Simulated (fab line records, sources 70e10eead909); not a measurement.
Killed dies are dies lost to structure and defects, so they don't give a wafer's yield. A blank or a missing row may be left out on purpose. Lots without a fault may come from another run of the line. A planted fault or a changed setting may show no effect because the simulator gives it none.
Which tool did it? | flow nand_harc | 13 lots, 39 wafers sampled, at 6 steps of a route of 1159

WHAT THE GAUGES READ, wafer by wafer
NHARC_A_CONTACT_CD_MEAS_08: target cd 100 nm.
lot  | measured     | on        | cd_nm (nm)
L953 | day 17 08:41 | cd_sem-03 | 99.3 100.3 99.6
L959 | day 19 01:50 | cd_sem-03 | 100.7 99.5 100.0
L960 | day 19 08:16 | cd_sem-02 | 76.0 76.0 76.5 76.1 76.0 76.4
L961 | day 19 10:31 | cd_sem-02 | 82.0 81.5 82.4 82.8 82.1 82.7
L957 | day 19 10:34 | cd_sem-01 | 81.5 81.4 81.8 81.4 81.2 81.7
L965 | day 19 18:55 | cd_sem-03 | 99.4 99.9 99.4
L969 | day 21 01:56 | cd_sem-03 | 99.3 99.4 99.2
L966 | day 21 04:58 | cd_sem-02 | 99.7 99.2 100.1
L968 | day 21 10:24 | cd_sem-02 | 99.9 99.7 99.9
L967 | day 21 12:17 | cd_sem-03 | 100.1 99.4 99.1
L970 | day 21 20:10 | cd_sem-02 | 100.5 99.5 100.0
L972 | day 22 14:20 | cd_sem-03 | 99.8 99.7 99.2
L975 | day 22 19:58 | cd_sem-03 | 99.0 100.2 99.6

NHARC_END_SORT_01.
lot  | measured     | on        | killed_at_array | killed_at_other | killed_at_periphery | killed_dies | killed_open | killed_short
L953 | day 20 01:11 | prober-01 | 5 11 8          | 3 2 2           | 1 3 0               | 9 16 10     | 1 4 3       | 1 2 1
L959 | day 21 05:53 | prober-02 | 35 35 28        | 1 0 1           | 6 5 1               | 42 40 30    | 5 7 1       | 4 0 0
L961 | day 22 18:55 | prober-01 | 16 26 25        | 0 0 0           | 7 9 7               | 23 35 32    | 1 3 4       | 1 1 2
L957 | day 21 16:53 | prober-01 | 9 7 10          | 0 1 0           | 5 3 2               | 14 11 12    | 7 4 4       | 2 2 1
L965 | day 22 06:58 | prober-02 | 29 26 15        | 0 0 0           | 5 6 4               | 34 32 19    | 6 4 3       | 3 1 3
L969 | day 23 08:07 | prober-01 | 27 33 40        | 0 3 4           | 4 6 2               | 31 42 46    | 3 5 4       | 1 4 1
L966 | day 23 19:14 | prober-01 | 34 30 25        | 1 4 4           | 1 0 3               | 36 34 32    | 2 1 2       | 4 1 3
L968 | day 23 21:16 | prober-02 | 50 35 43        | 2 0 1           | 4 6 6               | 56 41 50    | 5 3 7       | 0 2 1
L967 | day 24 03:52 | prober-01 | 13 27 15        | 0 0 0           | 5 7 4               | 18 34 19    | 8 6 5       | 1 3 3
L970 | day 24 07:02 | prober-02 | 32 30 37        | 0 0 1           | 2 0 0               | 34 30 38    | 2 3 6       | 5 1 1
L972 | day 24 23:42 | prober-01 | 40 45 44        | 0 1 2           | 2 4 9               | 42 50 55    | 1 2 5       | 3 2 1
L975 | day 25 02:05 | prober-02 | 20 15 20        | 0 1 1           | 5 3 4               | 25 19 25    | 8 3 4       | 4 2 0

WHICH TOOL RAN EACH LOT (tool, then ch and the chambers of the sampled wafers, then the start)
lot  | NHARC_A_CONTACT_ETCH_128             | NHARC_A_CONTACT_DEP_85          | NHARC_A_CONTACT_EXPOSE_05          | NHARC_A_CONTACT_ETCH_30
L953 | har_cap_etch-02 ch 0,1, day 17 02:59 | pecvd-04 ch 0,1, day 17 08:07   | arfi_scanner-03 ch 0, day 17 08:32 | rie_diel-11 ch 1,2, day 20 01:11 or earlier
L959 | har_cap_etch-03 ch 0,1, day 18 18:26 | pecvd-04 ch 1,2, day 19 01:07   | arfi_scanner-03 ch 0, day 19 01:42 | rie_diel-11 ch 1,2,3, day 21 05:53 or earlier
L960 | har_cap_etch-03 ch 0,1, day 19 00:47 | pecvd-04 ch 0,1,2, day 19 07:41 | arfi_scanner-03 ch 0, day 19 08:07 | -
L961 | har_cap_etch-01 ch 0,1, day 19 01:43 | pecvd-04 ch 0,1, day 19 08:20   | arfi_scanner-03 ch 0, day 19 10:23 | rie_diel-11 ch 0,2,3, day 22 18:55 or earlier
L957 | har_cap_etch-01 ch 0,1, day 19 05:28 | pecvd-04 ch 1,2, day 19 09:49   | arfi_scanner-03 ch 0, day 19 10:25 | rie_diel-11 ch 0,2, day 21 16:53 or earlier
L965 | har_cap_etch-02 ch 0,1, day 19 14:23 | pecvd-01 ch 0,1, day 19 18:20   | arfi_scanner-01 ch 0, day 19 18:46 | rie_diel-11 ch 0,1, day 22 06:58 or earlier
L969 | har_cap_etch-02 ch 0,1, day 20 19:10 | pecvd-02 ch 0,1, day 21 01:14   | arfi_scanner-02 ch 0, day 21 01:47 | rie_diel-11 ch 0,1, day 23 08:07 or earlier
L966 | har_cap_etch-03 ch 0,1, day 20 22:05 | pecvd-04 ch 0,1,2, day 21 04:18 | arfi_scanner-01 ch 0, day 21 04:50 | rie_diel-10 ch 0,3, day 23 19:14 or earlier
L968 | har_cap_etch-02 ch 0,1, day 21 04:10 | pecvd-01 ch 0,1, day 21 09:42   | arfi_scanner-02 ch 0, day 21 10:16 | rie_diel-11 ch 2,3, day 23 21:16 or earlier
L967 | har_cap_etch-03 ch 0,1, day 21 05:31 | pecvd-04 ch 0,1,2, day 21 11:38 | arfi_scanner-01 ch 0, day 21 12:09 | rie_diel-11 ch 1,2,3, day 24 03:52 or earlier
L970 | har_cap_etch-03 ch 1, day 21 15:52   | pecvd-04 ch 0,1, day 21 19:35   | arfi_scanner-01 ch 0, day 21 20:01 | rie_diel-11 ch 0,1,3, day 24 07:02 or earlier
L972 | har_cap_etch-01 ch 0,1, day 22 09:54 | pecvd-01 ch 1,2, day 22 13:37   | arfi_scanner-01 ch 0, day 22 14:12 | rie_diel-11 ch 0,1,2, day 24 23:42 or earlier
L975 | har_cap_etch-01 ch 0,1, day 22 15:04 | pecvd-01 ch 0,1,2, day 22 19:20 | arfi_scanner-01 ch 0, day 22 19:50 | rie_diel-10 ch 0,2,3, day 25 02:05 or earlier
- NHARC_A_CONTACT_ETCH_128: etches the open film in C4F8/O2/Ar, time 155 s, target depth 956 nm.
- NHARC_A_CONTACT_DEP_85: deposits SiON, target thk 50 nm.
- NHARC_A_CONTACT_EXPOSE_05: exposes mask A CC.
- NHARC_A_CONTACT_ETCH_30: etches the open film in CF4/CHF3, target depth 60.5 nm, time 30.2 s.

WHAT THE TOOLS THEMSELVES READ (means of the sampled wafers that have a number; where no wafer has one, the mark that the record gives instead)
NHARC_A_CONTACT_DEP_85.
lot  | tool     | heater_power_w (W)
L953 | pecvd-04 | 666
L959 | pecvd-04 | 707
L960 | pecvd-04 | 627
L961 | pecvd-04 | 573
L957 | pecvd-04 | 701
L965 | pecvd-01 | 727
L969 | pecvd-02 | 775
L966 | pecvd-04 | 661
L968 | pecvd-01 | 707
L967 | pecvd-04 | 666
L970 | pecvd-04 | 601
L972 | pecvd-01 | 801
L975 | pecvd-01 | 793

NHARC_A_CONTACT_EXPOSE_05.
lot  | tool            | exposure_dose_mJ_cm2
L953 | arfi_scanner-03 | 84.29
L959 | arfi_scanner-03 | 84.33
L960 | arfi_scanner-03 | 56.02
L961 | arfi_scanner-03 | 61.68
L957 | arfi_scanner-03 | 61.67
L965 | arfi_scanner-01 | 84.08
L969 | arfi_scanner-02 | 84.18
L966 | arfi_scanner-01 | 84.24
L968 | arfi_scanner-02 | 84.19
L967 | arfi_scanner-01 | 84.16
L970 | arfi_scanner-01 | 84.26
L972 | arfi_scanner-01 | 84.11
L975 | arfi_scanner-01 | 84.14

NHARC_A_CONTACT_ETCH_30.
lot  | tool        | drypump_motor_current_A (A) | oes_product_au (a.u.) | rf_vpp_V (V) | showerhead_plenum_p_Torr (Torr) | throttle_valve_pct (%)
L953 | rie_diel-11 | 5.7                         | 0.927                 | 368.0        | 1.46                            | 16.792
L959 | rie_diel-11 | 5.6                         | 0.917                 | 367.8        | 1.46                            | 16.804
L961 | rie_diel-11 | 5.4                         | 0.922                 | 368.5        | 1.52                            | 16.804
L957 | rie_diel-11 | 5.6                         | 0.919                 | 368.4        | 1.52                            | 16.796
L965 | rie_diel-11 | 5.3                         | 0.929                 | 370.5        | 1.57                            | 16.804
L969 | rie_diel-11 | 5.4                         | 0.966                 | 370.2        | 1.57                            | 16.806
L966 | rie_diel-10 | 5.4                         | 0.931                 | 370.5        | 1.58                            | 16.804
L968 | rie_diel-11 | 5.6                         | 0.920                 | 367.5        | 1.47                            | 16.791
L967 | rie_diel-11 | 5.6                         | 0.921                 | 366.1        | 1.46                            | 16.813
L970 | rie_diel-11 | 5.3                         | 0.924                 | 368.6        | 1.51                            | 16.806
L972 | rie_diel-11 | 5.6                         | 0.923                 | 368.8        | 1.52                            | 16.804
L975 | rie_diel-10 | 5.5                         | 0.924                 | 369.5        | 1.54                            | 16.803

THE ANSWER, worked out from the rows above alone
Rule: what is usual is taken from the lots themselves. Put in order of their means at a reading, lots are off if they are a third of the lots or fewer, leave a main group of 4 or more, and stand apart from it by a gap of 3 or more times the standard deviation of the main group's means; of several such gaps the widest counts. A main group whose means are all the same, to the digits that the tables above print for the reading, isn't used. A lot without any number at a reading at which 4 lots or more have one is off too. The other lots that the step has rows for count as sound. The gauges are gone through in route order, then the tools' own readings, and for those a lot's mean is taken as printed above. The first step at which some lot is off is used, and at that step the reading that is off furthest; a lot without a number counts as furthest.
Off: L960, L961, L957, at NHARC_A_CONTACT_CD_MEAS_08 (cd_nm). The main group: mean 99.7 nm, standard deviation 0.22.
A tool fits if, at a process step before that reading, it ran every lot that is off, and no sound lot after the first of them. The gauges at NHARC_A_CONTACT_CD_MEAS_08 aren't tried: what is off there is off at NHARC_A_CONTACT_EXPOSE_05 too, on other tools, and a gauge's error can't cause that. One fits: arfi_scanner-03 at NHARC_A_CONTACT_EXPOSE_05. Its last sound lot is L959 (day 19 01:42), its first lot that is off L960 (day 19 08:07): a fault that began between those two fits.
The tool's own readings at NHARC_A_CONTACT_EXPOSE_05 bear it out: on the lots that are off they differ by more than 5 times the standard deviation of the sound lots' means. exposure_dose_mJ_cm2 reads 59.79 there against 84.20 on the sound lots.

WHAT THE SIMULATOR HAD PUT IN
Process parameter drift: arfi_scanner-03, from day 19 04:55 on, at NHARC_A_CONTACT_EXPOSE_05. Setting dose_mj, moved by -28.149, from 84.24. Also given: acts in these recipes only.
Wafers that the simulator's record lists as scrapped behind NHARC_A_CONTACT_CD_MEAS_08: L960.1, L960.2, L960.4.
Lots struck among those shown: L960, L961, L957. The rule above found the same.
